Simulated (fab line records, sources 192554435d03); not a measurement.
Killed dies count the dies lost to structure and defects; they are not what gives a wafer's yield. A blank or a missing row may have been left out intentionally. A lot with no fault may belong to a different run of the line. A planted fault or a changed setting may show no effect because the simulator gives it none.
What tool caused it? + flow n5Finfet + 72 wafers from 24 lots sampled at 6 of the route's 1938 steps

WHAT THE GAUGES SHOWED, per wafer
No reading from a measuring or inspecting step in the record can be judged against a usual standard deviation.

WHAT TOOL EACH LOT RAN ON (gives the tool, then ch and the chambers of the sampled wafers, and finally the start)
| lot  | N5_BEOL_M1_ANNEAL_49        | N5_BEOL_M1_SPUTTER_79       | N5_BEOL_M1_SPUTTER_81       | N5_BEOL_M1_CMP_52             | N5_BEOL_M1_PRE_CLEAN_60         | N5_BEOL_M2_STRIP_19               |
|------|-----------------------------|-----------------------------|-----------------------------|-------------------------------|---------------------------------|-----------------------------------|
| L074 | pvdSputter-03, day 6 04:32  | pvdSputter-03, day 6 04:41  | pvdSputter-03, day 6 04:54  | cmp-01 ch 1,3, day 6 06:43    | cvdCo-02 ch 0,2, day 6 07:02    | rieDiel-02 ch 1,2,3, day 6 10:51  |
| L075 | pvdSputter-03, day 6 17:31  | pvdSputter-03, day 6 17:40  | pvdSputter-03, day 6 19:41  | cmp-01 ch 0,1,3, day 6 21:35  | cvdCo-01 ch 0,1, day 6 21:50    | rieDiel-01 ch 0,1,2, day 7 01:28  |
| L076 | pvdSputter-01, day 7 04:53  | pvdSputter-01, day 7 05:01  | pvdSputter-01, day 7 05:14  | cmp-04 ch 0,1, day 7 07:05    | cvdCo-01 ch 0,1,2, day 7 07:23  | rieDiel-01 ch 1,2,3, day 7 10:25  |
| L077 | pvdSputter-02, day 7 07:32  | pvdSputter-02, day 7 07:41  | pvdSputter-02, day 7 07:54  | cmp-04 ch 2,3, day 7 09:43    | cvdCo-02 ch 0,1, day 7 10:02    | rieDiel-04 ch 0,1, day 7 14:29    |
| L078 | pvdSputter-02, day 7 16:17  | pvdSputter-02, day 7 16:25  | pvdSputter-02, day 7 16:38  | cmp-03 ch 0,3, day 7 18:29    | cvdCo-02 ch 1,2, day 7 18:47    | rieDiel-02 ch 1,2,3, day 7 22:01  |
| L079 | pvdSputter-01, day 8 08:32  | pvdSputter-01, day 8 08:41  | pvdSputter-01, day 8 08:54  | cmp-01 ch 0,2, day 8 10:43    | cvdCo-01 ch 0,2, day 8 11:03    | rieDiel-04 ch 0,1,3, day 8 13:10  |
| L080 | pvdSputter-03, day 8 08:56  | pvdSputter-03, day 8 09:04  | pvdSputter-03, day 8 09:17  | cmp-01 ch 1,2,3, day 8 11:07  | cvdCo-02 ch 0,1,2, day 8 11:26  | rieDiel-04 ch 0,2,3, day 8 13:39  |
| L081 | pvdSputter-02, day 8 09:40  | pvdSputter-02, day 8 09:48  | pvdSputter-02, day 8 10:01  | cmp-01 ch 0,3, day 8 11:50    | cvdCo-02 ch 0,1,2, day 8 12:10  | rieDiel-04 ch 0,1, day 8 14:32    |
| L082 | pvdSputter-02, day 8 12:24  | pvdSputter-02, day 8 12:32  | pvdSputter-02, day 8 12:46  | cmp-01 ch 0,3, day 8 14:37    | cvdCo-02 ch 0,1,2, day 8 14:56  | rieDiel-02 ch 1,2,3, day 8 18:11  |
| L083 | pvdSputter-01, day 8 15:28  | pvdSputter-01, day 8 15:36  | pvdSputter-01, day 8 15:49  | cmp-04 ch 1,2,3, day 8 17:47  | cvdCo-02 ch 0,1,2, day 8 18:05  | rieDiel-01 ch 0,1,3, day 8 21:30  |
| L084 | pvdSputter-01, day 9 01:26  | pvdSputter-01, day 9 01:34  | pvdSputter-01, day 9 01:47  | cmp-04 ch 0,2,3, day 9 03:41  | cvdCo-01 ch 0,2, day 9 03:57    | rieDiel-02 ch 0,1,3, day 9 06:14  |
| L085 | pvdSputter-01, day 9 03:44  | pvdSputter-01, day 9 03:52  | pvdSputter-01, day 9 04:05  | cmp-03 ch 0,1,2, day 9 05:54  | cvdCo-02 ch 0,1,2, day 9 06:14  | rieDiel-04 ch 0,1,2, day 9 08:08  |
| L086 | pvdSputter-01, day 9 18:04  | pvdSputter-01, day 9 18:13  | pvdSputter-01, day 9 18:26  | cmp-04 ch 0,2,3, day 9 21:31  | cvdCo-02 ch 0,1,2, day 9 22:10  | rieDiel-01 ch 0,1,2, day 9 23:32  |
| L087 | pvdSputter-01, day 9 19:55  | pvdSputter-01, day 9 20:03  | pvdSputter-01, day 9 20:16  | cmp-04 ch 1,3, day 9 22:07    | cvdCo-02 ch 0,2, day 9 22:25    | rieDiel-04 ch 2,3, day 10 01:47   |
| L088 | pvdSputter-03, day 10 00:32 | pvdSputter-03, day 10 00:41 | pvdSputter-03, day 10 00:54 | cmp-03 ch 0,1,2, day 10 02:48 | cvdCo-02 ch 0,1,2, day 10 03:04 | rieDiel-02 ch 0,3, day 10 06:26   |
| L089 | pvdSputter-03, day 10 04:38 | pvdSputter-03, day 10 04:47 | pvdSputter-03, day 10 05:00 | cmp-03 ch 1,3, day 10 06:49   | cvdCo-01 ch 1,2, day 10 07:08   | rieDiel-01 ch 0,2,3, day 10 09:07 |
| L090 | pvdSputter-01, day 10 06:04 | pvdSputter-01, day 10 06:12 | pvdSputter-01, day 10 06:25 | cmp-01 ch 0,1,2, day 10 08:14 | cvdCo-01 ch 1,2, day 10 08:34   | rieDiel-04 ch 0,3, day 10 12:19   |
| L093 | pvdSputter-02, day 10 22:44 | pvdSputter-02, day 10 22:52 | pvdSputter-02, day 10 23:05 | cmp-04 ch 0,1,2, day 11 00:59 | cvdCo-01 ch 0,1, day 11 01:14   | rieDiel-04 ch 0,1,3, day 11 02:56 |
| L091 | pvdSputter-02, day 11 06:56 | pvdSputter-02, day 11 07:04 | pvdSputter-02, day 11 07:17 | cmp-03 ch 1,2,3, day 11 09:08 | cvdCo-01 ch 1,2, day 11 09:26   | rieDiel-04 ch 0,2,3, day 11 11:32 |
| L094 | pvdSputter-02, day 11 09:04 | pvdSputter-02, day 11 09:13 | pvdSputter-02, day 11 09:26 | cmp-04 ch 0,3, day 11 11:16   | cvdCo-01 ch 0,1,2, day 11 11:35 | rieDiel-04 ch 0,2,3, day 11 14:59 |
| L095 | pvdSputter-01, day 11 20:17 | pvdSputter-01, day 11 20:26 | pvdSputter-01, day 11 20:39 | cmp-04 ch 0,2, day 11 23:20   | cvdCo-01 ch 0,1,2, day 11 23:38 | rieDiel-02 ch 1,2,3, day 12 01:58 |
| L092 | pvdSputter-03, day 11 20:32 | pvdSputter-03, day 11 20:41 | pvdSputter-03, day 11 20:54 | cmp-04 ch 0,1, day 12 00:02   | cvdCo-02 ch 0,1,2, day 12 00:22 | rieDiel-04 ch 0,2, day 12 02:05   |
| L096 | pvdSputter-01, day 11 22:58 | pvdSputter-01, day 11 23:06 | pvdSputter-01, day 11 23:19 | cmp-03 ch 1,2,3, day 12 01:10 | cvdCo-02 ch 1,2, day 12 01:28   | rieDiel-04 ch 2,3, day 12 04:48   |
| L097 | pvdSputter-01, day 12 03:42 | pvdSputter-01, day 12 03:50 | pvdSputter-01, day 12 04:04 | cmp-01 ch 0,1,2, day 12 05:52 | cvdCo-02 ch 0,1, day 12 06:12   | rieDiel-04 ch 0,2,3, day 12 07:56 |
- N5_BEOL_M1_ANNEAL_49: time 240 s.
- N5_BEOL_M1_SPUTTER_79: material Cu, target thk 4.5 nm, time 8.29 s.
- N5_BEOL_M1_SPUTTER_81: material Cu, target thk 4.5 nm, time 8.29 s.
- N5_BEOL_M1_CMP_52: polishes, stops on SiOC, t overpolish 6.8 s, target thk 40 nm.
- N5_BEOL_M1_PRE_CLEAN_60: time 15 s.
- N5_BEOL_M2_STRIP_19: strips in O2.

AS READ BY THE TOOLS THEMSELVES (means over the sampled wafers that have a number; for cases with no such wafer, the mark the record gives instead)
N5_BEOL_M1_ANNEAL_49.
| lot  | tool          | heaterPowerW (W) | susceptorTempC (C) |
|------|---------------|------------------|--------------------|
| L074 | pvdSputter-03 | 836              | 400.16             |
| L075 | pvdSputter-03 | 879              | 399.95             |
| L076 | pvdSputter-01 | 842              | 400.25             |
| L077 | pvdSputter-02 | 821              | 400.09             |
| L078 | pvdSputter-02 | 836              | 399.98             |
| L079 | pvdSputter-01 | 818              | 400.03             |
| L080 | pvdSputter-03 | 875              | 399.85             |
| L081 | pvdSputter-02 | 823              | 400.13             |
| L082 | pvdSputter-02 | 817              | 400.05             |
| L083 | pvdSputter-01 | 853              | 399.89             |
| L084 | pvdSputter-01 | 767              | 399.98             |
| L085 | pvdSputter-01 | 811              | 400.09             |
| L086 | pvdSputter-01 | 834              | 399.95             |
| L087 | pvdSputter-01 | 828              | 400.05             |
| L088 | pvdSputter-03 | 771              | 400.17             |
| L089 | pvdSputter-03 | 842              | 399.99             |
| L090 | pvdSputter-01 | 849              | 400.08             |
| L093 | pvdSputter-02 | 732              | 400.04             |
| L091 | pvdSputter-02 | 814              | 400.16             |
| L094 | pvdSputter-02 | 736              | 399.69             |
| L095 | pvdSputter-01 | 866              | 400.51             |
| L092 | pvdSputter-03 | 857              | 400.12             |
| L096 | pvdSputter-01 | 822              | 399.89             |
| L097 | pvdSputter-01 | 845              | 400.07             |

N5_BEOL_M1_SPUTTER_79.
| lot  | tool          | susceptorTempC (C) | throttleValvePct (%) |
|------|---------------|--------------------|----------------------|
| L074 | pvdSputter-03 | -20.11             | 30.0                 |
| L075 | pvdSputter-03 | -19.99             | 29.7                 |
| L076 | pvdSputter-01 | -19.96             | 30.1                 |
| L077 | pvdSputter-02 | -19.90             | 31.3                 |
| L078 | pvdSputter-02 | -19.98             | 29.8                 |
| L079 | pvdSputter-01 | -20.01             | 29.6                 |
| L080 | pvdSputter-03 | -19.99             | 29.8                 |
| L081 | pvdSputter-02 | -19.96             | 31.2                 |
| L082 | pvdSputter-02 | -19.93             | 30.3                 |
| L083 | pvdSputter-01 | -20.06             | 30.4                 |
| L084 | pvdSputter-01 | -19.98             | 29.6                 |
| L085 | pvdSputter-01 | -19.93             | 30.2                 |
| L086 | pvdSputter-01 | -20.13             | 30.0                 |
| L087 | pvdSputter-01 | -19.97             | 30.6                 |
| L088 | pvdSputter-03 | -20.09             | 29.5                 |
| L089 | pvdSputter-03 | -19.91             | 29.3                 |
| L090 | pvdSputter-01 | -19.90             | 30.9                 |
| L093 | pvdSputter-02 | -20.08             | 29.8                 |
| L091 | pvdSputter-02 | -20.00             | 30.6                 |
| L094 | pvdSputter-02 | -20.00             | 30.7                 |
| L095 | pvdSputter-01 | -20.06             | 30.7                 |
| L092 | pvdSputter-03 | -19.99             | 28.6                 |
| L096 | pvdSputter-01 | -20.10             | 31.0                 |
| L097 | pvdSputter-01 | -20.00             | 29.9                 |

N5_BEOL_M1_SPUTTER_81.
| lot  | tool          | susceptorTempC (C) | throttleValvePct (%) |
|------|---------------|--------------------|----------------------|
| L074 | pvdSputter-03 | -19.99             | 29.8                 |
| L075 | pvdSputter-03 | -20.07             | 29.9                 |
| L076 | pvdSputter-01 | -20.02             | 30.0                 |
| L077 | pvdSputter-02 | -19.89             | 31.5                 |
| L078 | pvdSputter-02 | -20.09             | 29.7                 |
| L079 | pvdSputter-01 | -20.20             | 29.6                 |
| L080 | pvdSputter-03 | -20.04             | 29.6                 |
| L081 | pvdSputter-02 | -20.02             | 31.0                 |
| L082 | pvdSputter-02 | -20.08             | 30.3                 |
| L083 | pvdSputter-01 | -19.99             | 30.4                 |
| L084 | pvdSputter-01 | -19.88             | 29.3                 |
| L085 | pvdSputter-01 | -19.88             | 30.2                 |
| L086 | pvdSputter-01 | -20.00             | 30.1                 |
| L087 | pvdSputter-01 | -20.01             | 30.5                 |
| L088 | pvdSputter-03 | -19.99             | 29.6                 |
| L089 | pvdSputter-03 | -20.01             | 29.2                 |
| L090 | pvdSputter-01 | -19.98             | 31.0                 |
| L093 | pvdSputter-02 | -20.02             | 30.0                 |
| L091 | pvdSputter-02 | -20.04             | 30.4                 |
| L094 | pvdSputter-02 | -20.11             | 30.8                 |
| L095 | pvdSputter-01 | -19.89             | 30.7                 |
| L092 | pvdSputter-03 | -20.08             | 28.6                 |
| L096 | pvdSputter-01 | -20.14             | 31.0                 |
| L097 | pvdSputter-01 | -20.02             | 30.0                 |

N5_BEOL_M1_CMP_52.
| lot  | tool   | barrierFieldEndpointS (s) | motorCurrentA (A) | overpolishRunS (s) | timeToEndpointS (s) |
|------|--------|---------------------------|-------------------|--------------------|---------------------|
| L074 | cmp-01 | 24.9                      | 6.8               | 6.794              | 61                  |
| L075 | cmp-01 | 24.3                      | 6.6               | 6.802              | 58                  |
| L076 | cmp-04 | 25.0                      | 6.6               | 6.808              | 61                  |
| L077 | cmp-04 | 25.0                      | 5.9               | 6.803              | 64                  |
| L078 | cmp-03 | 25.5                      | 6.1               | 6.804              | 64                  |
| L079 | cmp-01 | 24.8                      | 5.9               | 6.802              | 61                  |
| L080 | cmp-01 | 24.3                      | 6.2               | 6.794              | 59                  |
| L081 | cmp-01 | 23.7                      | 6.0               | 6.802              | 59                  |
| L082 | cmp-01 | 25.0                      | 6.1               | 6.792              | 59                  |
| L083 | cmp-04 | 24.4                      | 5.9               | 6.795              | 60                  |
| L084 | cmp-04 | 25.4                      | 5.6               | 6.804              | 66                  |
| L085 | cmp-03 | 25.2                      | 6.2               | 6.792              | 62                  |
| L086 | cmp-04 | 25.1                      | 5.7               | 6.799              | 64                  |
| L087 | cmp-04 | 25.1                      | 6.3               | 6.806              | 64                  |
| L088 | cmp-03 | 24.5                      | 6.2               | 6.793              | 63                  |
| L089 | cmp-03 | 24.9                      | 6.5               | 6.798              | 62                  |
| L090 | cmp-01 | 24.4                      | 6.1               | 6.802              | 60                  |
| L093 | cmp-04 | 25.2                      | 6.2               | 6.789              | 64                  |
| L091 | cmp-03 | 24.7                      | 6.3               | 6.797              | 62                  |
| L094 | cmp-04 | 25.7                      | 5.9               | 6.796              | 64                  |
| L095 | cmp-04 | 25.8                      | 5.9               | 6.800              | 69                  |
| L092 | cmp-04 | 24.9                      | 6.6               | 6.803              | 63                  |
| L096 | cmp-03 | 25.0                      | 6.2               | 6.791              | 64                  |
| L097 | cmp-01 | 24.8                      | 6.3               | 6.794              | 64                  |

N5_BEOL_M1_PRE_CLEAN_60.
| lot  | tool     | heaterPowerW (W) |
|------|----------|------------------|
| L074 | cvdCo-02 | 82               |
| L075 | cvdCo-01 | 75               |
| L076 | cvdCo-01 | 74               |
| L077 | cvdCo-02 | 78               |
| L078 | cvdCo-02 | 86               |
| L079 | cvdCo-01 | 77               |
| L080 | cvdCo-02 | 80               |
| L081 | cvdCo-02 | 80               |
| L082 | cvdCo-02 | 79               |
| L083 | cvdCo-02 | 80               |
| L084 | cvdCo-01 | 78               |
| L085 | cvdCo-02 | 79               |
| L086 | cvdCo-02 | 80               |
| L087 | cvdCo-02 | 83               |
| L088 | cvdCo-02 | 82               |
| L089 | cvdCo-01 | 67               |
| L090 | cvdCo-01 | 72               |
| L093 | cvdCo-01 | 77               |
| L091 | cvdCo-01 | 67               |
| L094 | cvdCo-01 | 74               |
| L095 | cvdCo-01 | 74               |
| L092 | cvdCo-02 | 79               |
| L096 | cvdCo-02 | 84               |
| L097 | cvdCo-02 | 78               |

N5_BEOL_M2_STRIP_19.
| lot  | tool       | drypumpMotorCurrentA (A) | o2FlowSccm (sccm) | oesProductAu (a.u.) | rfVppV (V) | showerheadPlenumPTorr (Torr) | tempC (C) | throttleValvePct (%) |
|------|------------|--------------------------|-------------------|---------------------|------------|------------------------------|-----------|----------------------|
| L074 | rieDiel-02 | 5.9                      | 224.9             | 0.83                | 3.6        | 2.08                         | 39.95     | 16.53                |
| L075 | rieDiel-01 | 5.6                      | 225.2             | 0.77                | 4.2        | 2.05                         | 39.96     | 16.75                |
| L076 | rieDiel-01 | 5.6                      | 224.9             | 0.75                | 3.5        | 2.05                         | 40.05     | 16.78                |
| L077 | rieDiel-04 | 5.7                      | 225.0             | 0.80                | 3.6        | 2.02                         | 39.96     | 16.59                |
| L078 | rieDiel-02 | 5.9                      | 225.0             | 0.81                | 4.1        | 2.08                         | 40.06     | 16.57                |
| L079 | rieDiel-04 | 5.7                      | 224.4             | 0.82                | 4.0        | 2.06                         | 40.06     | 16.58                |
| L080 | rieDiel-04 | 5.5                      | 225.5             | 0.87                | 4.0        | 2.10                         | 40.21     | 16.46                |
| L081 | rieDiel-04 | 5.7                      | 225.7             | 0.79                | 3.4        | 2.02                         | 40.09     | 16.60                |
| L082 | rieDiel-02 | 5.9                      | 225.0             | 0.80                | 3.7        | 2.08                         | 39.99     | 16.59                |
| L083 | rieDiel-01 | 5.8                      | 225.2             | 0.85                | 4.0        | 2.11                         | 39.86     | 16.62                |
| L084 | rieDiel-02 | 5.8                      | 225.4             | 0.74                | 3.7        | 2.09                         | 40.07     | 16.61                |
| L085 | rieDiel-04 | 5.4                      | 226.1             | 0.83                | 3.8        | 2.06                         | 40.05     | 16.52                |
| L086 | rieDiel-01 | 5.6                      | 225.2             | 0.83                | 3.7        | 2.13                         | 40.04     | 16.65                |
| L087 | rieDiel-04 | 5.2                      | 226.0             | 0.84                | 4.1        | 2.13                         | 39.88     | 16.55                |
| L088 | rieDiel-02 | 5.4                      | 224.9             | 0.71                | 3.9        | 2.10                         | 40.09     | 16.62                |
| L089 | rieDiel-01 | 6.0                      | 224.8             | 0.78                | 3.8        | 2.05                         | 40.08     | 16.67                |
| L090 | rieDiel-04 | 5.7                      | 224.7             | 0.83                | 3.8        | 2.09                         | 39.97     | 16.57                |
| L093 | rieDiel-04 | 5.7                      | 225.0             | 0.79                | 3.7        | 2.05                         | 40.10     | 16.60                |
| L091 | rieDiel-04 | 5.5                      | 225.2             | 0.83                | 3.3        | 2.09                         | 40.07     | 16.52                |
| L094 | rieDiel-04 | 5.4                      | 224.2             | 0.83                | 3.9        | 2.09                         | 40.15     | 16.52                |
| L095 | rieDiel-02 | 5.9                      | 225.8             | 0.77                | 4.0        | 2.07                         | 40.01     | 16.63                |
| L092 | rieDiel-04 | 5.6                      | 225.4             | 0.83                | 3.5        | 2.05                         | 39.98     | 16.49                |
| L096 | rieDiel-04 | 5.0                      | 224.7             | 0.83                | 3.5        | 2.12                         | 40.03     | 16.51                |
| L097 | rieDiel-04 | 5.5                      | 225.2             | 0.82                | 4.0        | 2.09                         | 40.06     | 16.53                |

THE ANSWER, worked out from the rows above alone
Rule: what is usual is taken from the lots themselves. Put in order of their means at a reading, lots are off if they are a third of the lots or fewer, leave a main group of 4 or more, and stand apart from it by a gap of 3 or more times the standard deviation of the main group's means; of several such gaps the widest counts. A main group whose means are all the same, to the digits that the tables above print for the reading, isn't used. A lot without any number at a reading at which 4 lots or more have one is off too. Where the step has rows for the other lots, those lots are counted as sound. After the gauges, taken in route order, come the tools' own readings; for these a lot's mean is taken, as printed above. The first step at which some lot is off is used, and at that step the reading that is off furthest; a lot without a number counts as furthest.
Nothing can be told from this: no lot is off at any reading shown.

WHAT THE SIMULATOR PUT IN
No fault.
